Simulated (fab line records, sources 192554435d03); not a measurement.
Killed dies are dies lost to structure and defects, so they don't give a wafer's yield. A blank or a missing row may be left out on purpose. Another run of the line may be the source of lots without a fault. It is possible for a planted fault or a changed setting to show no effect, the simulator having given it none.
fab line records ; flow n5Finfet
record lots=7; wafers=21
route steps=1938 shown BEOL_M14@1722 BEOL_M15@1801 MIM_BOT_ETCH@1868 TV_LITHO@1880
startH: start of the lot's first displayed wafer, in hours after the record's first day ; waitH: how many hours have passed since the lot's step before this one ; " same as the row above ; L1.1+2: several wafers, shown together as one row ; - no value present, or no start provided ; * or withheld: withheld ; < > ~ a bound
route shown NAME@n: a module of which the file shows steps, and the number in the route of the first ; usual: mean/standard deviation taken from wafers without a fault ; same: alike in all rows ; chamber/n: place in a boat ; sites: readings site by site ; _std_site: standard deviation of those values ; _edge_site: the outer-site mean with the inner-site mean subtracted ; radiusMm: for every site, how far away it sits from the centre of the wafer ; mask NAME#n: copy n ; behind: the most recent tool/chamber to have shaped the wafer ; hold: cause of the lot's hold/its duration in hours/its outcome ; device: transistor that didn't switch, given as n, p or np ; end of line: at the end of the route, the tests of the same wafers ; step lacking rows: just its recipe ; killed: dies lost to structure and defects at the first sort, not the wafer's yield ; map: per-die view of a wafer (x killed, . not killed, _ where there is no die)
set.NAME: the run value of the setting; set.NAME@STEP: its run value at that earlier step ; model.NAME: the simulator's own value behind a step, which no gauge read
lots run with intentionally changed settings; tables by step, rows by wafer
## steps
# step N5_BEOL_M14_EXPOSE_07
# recipe maskId=V13; na=0.8; sourceShape=annular; sigmaInner=0.5; sigmaOuter=0.8; polarization=unpolarized; attpsmPhaseDeg=180; doseMj=57
lot.wafer;tool;chamber;startH;waitH;mask;set.doseMj
L078.1+3;krfScanner-01;0;273.59;-;V13#0;57
L078.2;krfScanner-01;0;273.59;-;V13#0;59.7
L079.1;krfScanner-01;0;273.81;-;V13#0;57
L079.3+4;krfScanner-01;0;273.81;-;V13#0;54.88
L081.2+5+6;krfScanner-02;0;284.69;-;V13#0;57
L085.2+4+6;krfScanner-02;0;299.06;-;V13#0;57
L087.1+2+4;krfScanner-02;0;319.35;-;V13#0;57
L091.1+2+4;krfScanner-02;0;334.50;-;V13#0;57
L097.1+2+4;krfScanner-01;0;377.59;-;V13#0;57
# step N5_BEOL_M14_PEB_08
# recipe pebTempC=130; pebTimeS=90
# step N5_BEOL_M14_DEVELOP_09
# recipe developTimeS=45; rinseLiquid=diw; dry=airSpin; devTempC=21
# step N5_BEOL_M14_HARDBAKE_14
# recipe tempC=130; timeS=120
# step N5_BEOL_M14_CD_MEAS_10
# recipe targetCdNm=250; landingEnergyEv=500; detector=seInlens; polarity=opening
# usual cdNm=250.2/1.2
lot.wafer;tool;chamber;startH;waitH;set.doseMj@BEOL_M14_EXPOSE_07;cdNm
L078.1;cdSem-02;0;273.76;-;57;250.2
L078.2;cdSem-02;0;273.76;-;59.7;257.9
L078.3;cdSem-02;0;273.76;-;57;251.4
L079.1;cdSem-01;0;273.98;-;57;248.8
L079.3;cdSem-01;0;273.98;-;54.88;245.6
L079.4;cdSem-01;0;273.98;-;54.88;243.1
L081.2;cdSem-01;0;284.86;-;57;249.4
L081.5;cdSem-01;0;284.86;-;57;249.8
L081.6;cdSem-01;0;284.86;-;57;250.3
L085.2;cdSem-01;0;299.23;-;57;250.8
L085.4;cdSem-01;0;299.23;-;57;251.4
L085.6;cdSem-01;0;299.23;-;57;250.7
L087.1;cdSem-01;0;319.53;-;57;250.3
L087.2;cdSem-01;0;319.53;-;57;250.6
L087.4;cdSem-01;0;319.53;-;57;249.9
L091.1;cdSem-03;0;334.68;-;57;250.7
L091.2;cdSem-03;0;334.68;-;57;250.7
L091.4;cdSem-03;0;334.68;-;57;249.7
L097.1;cdSem-03;0;377.76;-;57;252.5
L097.2;cdSem-03;0;377.76;-;57;251.6
L097.4;cdSem-03;0;377.76;-;57;250.5
# step N5_BEOL_M14_DESCUM_15
# recipe chemistry=O2; timeS=7.9; sourcePowerW=50; biasPowerW=20; pressureMtorr=20; rfFrequencyHz=2.712e+07; tempC=40; o2FlowSccm=225
# step N5_BEOL_M14_ETCH_59
# recipe chemistry=N2/H2; target=BARC; targetDepthA=890; overetchA=267; timeS=67.9; ionEnergyEv=200; pressureMtorr=30; sourceW=840; biasW=150; n2FlowSccm=200; h2FlowSccm=200
# step N5_BEOL_M14_VIA_ETCH_16
# recipe chemistry=C4F8/O2/Ar; target=SiO2; heInnerTorr=15; heOuterTorr=30; targetDepthA=12313; timeS=withheld; ionEnergyEv=800; pressureMtorr=20; sourceW=1905; biasW=2040; Ar_flow_sccm=400; C4F8_flow_sccm=16; O2_flow_sccm=12; ends=cleared
lot.wafer;tool;chamber;startH;waitH;set.timeS@BEOL_M14_ILD_DEP_00;model.etch.depthNm
L078.1;rieDiel-02;1;273.94;0.0;*;1118
L078.2;rieDiel-02;2;273.94;0.0;*;1175
L078.3;rieDiel-02;0;273.94;0.0;*;1181
L079.1;rieDiel-02;1;274.39;0.0;*;1062
L079.3;rieDiel-02;2;274.39;0.0;*;1061
L079.4;rieDiel-02;0;274.39;0.0;*;1148
L081.2;rieDiel-04;1;285.05;0.0;*;1110
L081.5;rieDiel-04;0;285.05;0.0;*;1142
L081.6;rieDiel-04;3;285.05;0.0;*;1124
L085.2;rieDiel-04;2;299.40;0.0;*;1056
L085.4;rieDiel-04;0;299.40;0.0;*;1048
L085.6;rieDiel-04;0;299.40;0.0;*;1051
L087.1;rieDiel-02;2;319.83;0.0;*;1113
L087.2;rieDiel-02;1;319.83;0.0;*;1106
L087.4;rieDiel-02;3;319.83;0.0;*;1142
L091.1;rieDiel-04;3;335.11;0.0;*;1279
L091.2;rieDiel-04;1;335.11;0.0;*;1275
L091.4;rieDiel-04;0;335.11;0.0;*;1292
L097.1;rieDiel-02;2;378.02;0.0;*;1093
L097.2;rieDiel-02;0;378.02;0.0;*;1095
L097.4;rieDiel-02;1;378.02;0.0;*;1116
# step N5_BEOL_M14_STRIP_63
# recipe chemistry=O2; powerW=600; tempC=60; pressureMtorr=30; rfFrequencyHz=6e+07; biasPowerW=0; overashFraction=0.3; o2FlowSccm=225
# step N5_BEOL_M14_STRIP_64
# recipe chemistry=O2; powerW=600; tempC=60; pressureMtorr=30; rfFrequencyHz=6e+07; biasPowerW=0; overashFraction=0.3; o2FlowSccm=225
# step N5_BEOL_M14_STRIP_71
# recipe chemistry=postEtchResidueRemover; timeS=60; tempC=25; removerPh=withheld; removerWaterWtPct=withheld; removerFluorideWtPct=withheld
# step N5_BEOL_M14_SRD_72
# recipe timeS=30; tempC=23; rinseLiquid=diw; dry=n2Spin; spinRpm=1500; dryTimeS=30
# step N5_BEOL_M14_CD_MEAS_17
# recipe targetCdNm=250; polarity=opening
# usual cdNm=251.1/1.4
lot.wafer;tool;chamber;startH;waitH;set.doseMj@BEOL_M14_EXPOSE_07;cdNm
L078.1;cdSem-02;-;274.29;0.0;57;250.8
L078.2;cdSem-02;-;274.29;0.0;59.7;259.4
L078.3;cdSem-02;-;274.29;0.0;57;252.9
L079.1;cdSem-01;-;274.74;0.0;57;250.0
L079.3;cdSem-01;-;274.74;0.0;54.88;246.7
L079.4;cdSem-01;-;274.74;0.0;54.88;244.6
L081.2;cdSem-03;-;285.40;0.0;57;250.1
L081.5;cdSem-03;-;285.40;0.0;57;251.1
L081.6;cdSem-03;-;285.40;0.0;57;250.9
L085.2;cdSem-02;-;299.75;0.0;57;250.8
L085.4;cdSem-02;-;299.75;0.0;57;253.0
L085.6;cdSem-02;-;299.75;0.0;57;251.8
L087.1;cdSem-01;-;320.19;0.0;57;250.8
L087.2;cdSem-01;-;320.19;0.0;57;249.9
L087.4;cdSem-01;-;320.19;0.0;57;251.0
L091.1;cdSem-01;-;335.46;0.0;57;252.4
L091.2;cdSem-01;-;335.46;0.0;57;253.5
L091.4;cdSem-01;-;335.46;0.0;57;252.1
L097.1;cdSem-01;-;378.37;0.0;57;251.9
L097.2;cdSem-01;-;378.37;0.0;57;251.1
L097.4;cdSem-01;-;378.37;0.0;57;250.6
# step N5_BEOL_M15_PEB_26
# recipe pebTempC=130; pebTimeS=90
lot.wafer;tool;chamber;startH;waitH;set.pebTempC
L078.1;lithoTrack-02;0;281.74;0.1;131.5
L078.2+3;lithoTrack-02;0;281.74;0.1;130
L079.1+3+4;lithoTrack-03;0;282.42;0.1;128.1
L081.2;lithoTrack-03;0;291.86;0.0;133.7
L081.5+6;lithoTrack-03;0;291.86;0.0;130
L085.2;lithoTrack-02;0;306.73;0.0;132.3
L085.4+6;lithoTrack-02;0;306.73;0.0;130
L087.1;lithoTrack-01;0;328.13;0.1;126.9
L087.2+4;lithoTrack-01;0;328.13;0.1;130
L091.1;lithoTrack-01;0;343.07;0.1;130
L091.2+4;lithoTrack-01;0;343.07;0.1;128.1
L097.1+2+4;lithoTrack-03;0;385.91;0.1;130
# step N5_BEOL_M15_DEVELOP_27
# recipe developTimeS=45; rinseLiquid=diw; dry=airSpin; devTempC=21
lot.wafer;tool;chamber;startH;waitH;set.developTimeS
L078.1+2+3;lithoTrack-02;0;-;-;45
L079.1+3;lithoTrack-03;0;-;-;45
L079.4;lithoTrack-03;0;-;-;35.5
L081.2+5+6;lithoTrack-03;0;-;-;49.01
L085.2+4;lithoTrack-02;0;-;-;35.15
L085.6;lithoTrack-02;0;-;-;45
L087.1+2;lithoTrack-01;0;-;-;54.39
L087.4;lithoTrack-01;0;-;-;45
L091.1;lithoTrack-01;0;-;-;45
L091.2+4;lithoTrack-01;0;-;-;36.19
L097.1+2+4;lithoTrack-03;0;-;-;45
# step N5_BEOL_M15_HARDBAKE_32
# recipe tempC=130; timeS=120
# step N5_BEOL_M15_CD_MEAS_28
# recipe targetCdNm=407.6; landingEnergyEv=500; detector=seInlens
# usual cdNm=408.2/1.4
lot.wafer;tool;chamber;startH;waitH;set.pebTempC@BEOL_M15_PEB_26;cdNm
L078.1;cdSem-01;0;281.86;-;131.5;414.7
L078.2;cdSem-01;0;281.86;-;130;406.2
L078.3;cdSem-01;0;281.86;-;130;408.8
L079.1;cdSem-01;0;282.54;-;128.1;397.7
L079.3;cdSem-01;0;282.54;-;128.1;401.8
L079.4;cdSem-01;0;282.54;-;128.1;400.2
L081.2;cdSem-02;0;291.98;-;133.7;423.3
L081.5;cdSem-02;0;291.98;-;130;408.9
L081.6;cdSem-02;0;291.98;-;130;409.2
L085.2;cdSem-02;0;306.85;-;132.3;415.4
L085.4;cdSem-02;0;306.85;-;130;407.3
L085.6;cdSem-02;0;306.85;-;130;407.9
L087.1;cdSem-02;0;328.25;-;126.9;390.2
L087.2;cdSem-02;0;328.25;-;130;408.1
L087.4;cdSem-02;0;328.25;-;130;408.0
L091.1;cdSem-02;0;343.19;-;130;407.9
L091.2;cdSem-02;0;343.19;-;128.1;397.1
L091.4;cdSem-02;0;343.19;-;128.1;396.4
L097.1;cdSem-01;0;386.03;-;130;408.0
L097.2;cdSem-01;0;386.03;-;130;408.7
L097.4;cdSem-01;0;386.03;-;130;409.8
# step N5_BEOL_M15_DESCUM_33
# recipe chemistry=O2; timeS=7.9; sourcePowerW=50; biasPowerW=20; pressureMtorr=20; rfFrequencyHz=2.712e+07; tempC=40; o2FlowSccm=225
lot.wafer;tool;chamber;startH;waitH;set.pebTempC@BEOL_M15_PEB_26;model.BEOL_M15.cdNm
L078.1;rieDiel-01;3;282.01;0.1;131.5;414.8
L078.2;rieDiel-01;0;282.01;0.1;130;406.2
L078.3;rieDiel-01;1;282.01;0.1;130;408.6
L079.1;rieDiel-05;2;282.62;0.0;128.1;397.8
L079.3;rieDiel-05;1;282.62;0.0;128.1;401.8
L079.4;rieDiel-05;3;282.62;0.0;128.1;400.2
L081.2;rieDiel-03;2;292.34;0.3;133.7;423.2
L081.5;rieDiel-03;2;292.34;0.3;130;409
L081.6;rieDiel-03;0;292.34;0.3;130;409.2
L085.2;rieDiel-01;2;306.93;0.0;132.3;415.2
L085.4;rieDiel-01;1;306.93;0.0;130;407.4
L085.6;rieDiel-01;1;306.93;0.0;130;407.8
L087.1;rieDiel-05;2;328.34;0.0;126.9;390.4
L087.2;rieDiel-05;0;328.34;0.0;130;408.2
L087.4;rieDiel-05;3;328.34;0.0;130;408
L091.1;rieDiel-05;0;343.28;0.0;130;408
L091.2;rieDiel-05;2;343.28;0.0;128.1;397.2
L091.4;rieDiel-05;3;343.28;0.0;128.1;396.8
L097.1;rieDiel-03;2;386.12;0.0;130;408.2
L097.2;rieDiel-03;3;386.12;0.0;130;-
L097.4;rieDiel-03;1;386.12;0.0;130;409.8
# step N5_BEOL_M15_SPUTTER_44
# recipe material=Ta; targetThkA=150; tempC=50; biasV=80; powerW=15000; chamberPressurePa=0.07; timeS=24.19
lot.wafer;tool;chamber;startH;waitH;set.powerW;model.Ta_of_BEOL_M15_SPUTTER_44.thkNm
L078.1+2+3;pvdSputter-03;-;283.55;0.0;15000;15
L079.1;pvdSputter-03;-;284.35;0.0;15000;15.2
L079.3+4;pvdSputter-03;-;284.35;0.0;15000;15
L081.2;pvdSputter-02;-;293.30;0.0;15000;15.2
L081.5;pvdSputter-02;-;293.30;0.0;17440;17.6
L081.6;pvdSputter-02;-;293.30;0.0;17440;17.8
L085.2;pvdSputter-02;-;308.36;0.0;15000;15
L085.4+6;pvdSputter-02;-;308.36;0.0;15000;15.2
L087.1;pvdSputter-02;-;329.97;0.0;15000;15
L087.2;pvdSputter-02;-;329.97;0.0;17030;17.2
L087.4;pvdSputter-02;-;329.97;0.0;15000;15.2
L091.1;pvdSputter-03;-;345.82;0.0;15000;14.8
L091.2;pvdSputter-03;-;345.82;0.0;15000;15.2
L091.4;pvdSputter-03;-;345.82;0.0;15000;15
L097.1+4;pvdSputter-03;-;387.66;0.0;15000;15
L097.2;pvdSputter-03;-;387.66;0.0;15000;14.8
# step N5_BEOL_M15_CMP_49
# recipe stopOn=SiO2; tOverpolishS=4.9; downForcePsi=2; platenRpm=80; clearingPlatenDownForcePsi=2; clearingPlatenRpm=80; postCmpClean=cuAlkaline; targetThkNm=850; clearingPlatenPadVelocityMS=1.5917; padVelocityMS=1.5917
# usual barrierFieldEndpointS=11.41/0.2
lot.wafer;tool;chamber;startH;waitH;set.downForcePsi;barrierFieldEndpointS
L078.3;cmp-01;1;284.80;0.2;2;11.32
L078.2;cmp-01;2;284.80;0.2;2;10.99
L078.1;cmp-01;0;284.80;0.2;1.838;12.38
L079.3;cmp-01;0;285.34;0.2;2;11.39
L079.4;cmp-01;1;285.34;0.2;2;11.31
L079.1;cmp-01;3;285.34;0.2;2.262;10.30
L081.2;cmp-01;0;294.08;0.2;2;11.04
L081.5;cmp-01;3;294.08;0.2;2;11.96
L081.6;cmp-01;0;294.08;0.2;2;12.30
L085.4;cmp-04;3;309.44;0.3;1.565;14.31
L085.2;cmp-04;0;309.44;0.3;2;11.62
L085.6;cmp-04;0;309.44;0.3;2;11.32
L087.1;cmp-02;2;331.53;0.4;2;11.37
L087.4;cmp-02;3;331.53;0.4;2;11.69
L087.2;cmp-02;0;331.53;0.4;2;12.10
L091.1;cmp-04;0;346.56;0.3;2;11.59
L091.2;cmp-04;1;346.56;0.3;1.618;14.21
L091.4;cmp-04;3;346.56;0.3;2;11.70
L097.2;cmp-02;2;388.50;0.2;2;11.40
L097.4;cmp-02;3;388.50;0.2;2;11.12
L097.1;cmp-02;0;388.50;0.2;2;11.01
# step N5_MIM_BOT_ETCH_ETCH_00
# recipe chemistry=Cl2/BCl3; target=TiN; targetDepthA=455; ionEnergyEv=150; pressureMtorr=10; icpW=1000; biasW=126; Cl2_flow_sccm=53.25; bcl3FlowSccm=21.75; Ar_flow_sccm=25
lot.wafer;tool;chamber;startH;waitH;set.biasW;model.etch.depthNm
L078.1;rieMetal-03;0;290.42;0.1;126;45.58
L078.2;rieMetal-03;1;290.42;0.1;126;45.77
L078.3;rieMetal-03;1;290.42;0.1;135.7;46.55
L079.1;rieMetal-03;1;291.89;0.1;106.3;42.58
L079.3;rieMetal-03;1;291.89;0.1;126;45.46
L079.4;rieMetal-03;0;291.89;0.1;126;45.35
L081.2;rieMetal-01;0;299.39;0.1;120;44.8
L081.5;rieMetal-01;1;299.39;0.1;126;45.78
L081.6;rieMetal-01;0;299.39;0.1;120;44.71
L085.2;rieMetal-02;0;314.63;0.1;126;46.61
L085.4;rieMetal-02;1;314.63;0.1;143.3;48.92
L085.6;rieMetal-02;1;314.63;0.1;143.3;49.21
L087.1;rieMetal-02;0;337.41;0.1;126;46.88
L087.2;rieMetal-02;1;337.41;0.1;126;46.98
L087.4;rieMetal-02;1;337.41;0.1;110.8;44.71
L091.1;rieMetal-02;0;352.79;0.1;126;46.7
L091.2;rieMetal-02;1;352.79;0.1;126;46.98
L091.4;rieMetal-02;1;352.79;0.1;148.6;50.1
L097.1;rieMetal-03;1;395.75;0.1;126;44.87
L097.2;rieMetal-03;0;395.75;0.1;126;45.06
L097.4;rieMetal-03;0;395.75;0.1;126;45.27
# step N5_PASSIVATION_PEB_08
# recipe pebTempC=withheld; pebTimeS=*
lot.wafer;tool;chamber;startH;waitH;set.pebTimeS
L078.1+3;lithoTrack-03;0;291.52;0.1;*
L078.2;lithoTrack-03;0;291.52;0.1;*
L079.1+4;lithoTrack-05;0;295.80;0.1;*
L079.3;lithoTrack-05;0;295.80;0.1;*
L081.2;lithoTrack-01;0;300.73;0.0;*
L081.5+6;lithoTrack-01;0;300.73;0.0;*
L085.2+4+6;lithoTrack-01;0;316.02;0.0;*
L087.1+4;lithoTrack-03;0;338.71;0.1;*
L087.2;lithoTrack-03;0;338.71;0.1;*
L091.1+2;lithoTrack-03;0;354.99;0.1;*
L091.4;lithoTrack-03;0;354.99;0.1;*
L097.1+2+4;lithoTrack-05;0;396.71;0.1;*
# step N5_PASSIVATION_DEVELOP_09
# recipe developTimeS=60; rinseLiquid=diw; dry=airSpin; devTempC=21
# step N5_PASSIVATION_HARDBAKE_11
# recipe tempC=130; timeS=120
# step N5_PASSIVATION_CD_MEAS_10
# recipe targetCdNm=3000; landingEnergyEv=500; detector=seInlens
# usual cdNm=3000.4/1.6
lot.wafer;tool;chamber;startH;waitH;set.pebTimeS@PASSIVATION_PEB_08;cdNm
L078.1;cdSem-01;0;291.64;-;*;3001.5
L078.2;cdSem-01;0;291.64;-;*;2997.4
L078.3;cdSem-01;0;291.64;-;*;3002.5
L079.1;cdSem-02;0;295.92;-;*;3001.3
L079.3;cdSem-02;0;295.92;-;*;3003.8
L079.4;cdSem-02;0;295.92;-;*;3000.7
L081.2;cdSem-02;0;300.85;-;*;2999.0
L081.5;cdSem-02;0;300.85;-;*;3005.7
L081.6;cdSem-02;0;300.85;-;*;3005.2
L085.2;cdSem-03;0;316.14;-;*;2999.9
L085.4;cdSem-03;0;316.14;-;*;2996.4
L085.6;cdSem-03;0;316.14;-;*;2997.7
L087.1;cdSem-01;0;338.83;-;*;2992.0
L087.2;cdSem-01;0;338.83;-;*;2999.7
L087.4;cdSem-01;0;338.83;-;*;2993.9
L091.1;cdSem-01;0;355.11;-;*;2995.2
L091.2;cdSem-01;0;355.11;-;*;2994.2
L091.4;cdSem-01;0;355.11;-;*;2997.8
L097.1;cdSem-02;0;396.83;-;*;3001.2
L097.2;cdSem-02;0;396.83;-;*;3002.3
L097.4;cdSem-02;0;396.83;-;*;3000.4
## key
split step=N5_BEOL_M14_EXPOSE_07; setting=doseMj; stated=57; by=wafer
response step=N5_BEOL_M14_CD_MEAS_10; reading=cdNm; change=+1.39; per=1%; r=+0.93
response step=N5_BEOL_M14_CD_MEAS_17; reading=cdNm; change=+1.43; per=1%; r=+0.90
split step=N5_BEOL_M15_PEB_26; setting=pebTempC; stated=130; by=wafer
response step=N5_BEOL_M15_CD_MEAS_28; reading=cdNm; change=+5.97; per=1%; r=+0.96
response step=N5_BEOL_M15_DESCUM_33; reading=model.BEOL_M15.cdNm; change=+5.91; per=1%; r=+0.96
split step=N5_BEOL_M15_DEVELOP_27; setting=developTimeS; stated=45; by=wafer
response none clear
split step=N5_BEOL_M15_SPUTTER_44; setting=powerW; stated=15000; by=wafer
response step=N5_BEOL_M15_SPUTTER_44; reading=model.Ta_of_BEOL_M15_SPUTTER_44.thkNm; change=+0.154; per=1%; r=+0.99
split step=N5_BEOL_M15_CMP_49; setting=downForcePsi; stated=2; by=wafer
response step=N5_BEOL_M15_CMP_49; reading=barrierFieldEndpointS; change=-0.125; per=1%; r=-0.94
split step=N5_MIM_BOT_ETCH_ETCH_00; setting=biasW; stated=126; by=wafer
response step=N5_MIM_BOT_ETCH_ETCH_00; reading=model.etch.depthNm; change=+0.178; per=1%; r=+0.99
split step=N5_PASSIVATION_PEB_08; setting=pebTimeS; stated=*; by=wafer
response step=N5_PASSIVATION_CD_MEAS_10; reading=cdNm; change=+0.345; per=1%; r=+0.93
split outsideThisFile step=N5_BEOL_M14_ILD_DEP_00 setting=timeS
# split outsideThisFile: this setting was split too, and the file shows its column; the key of that split is in another file
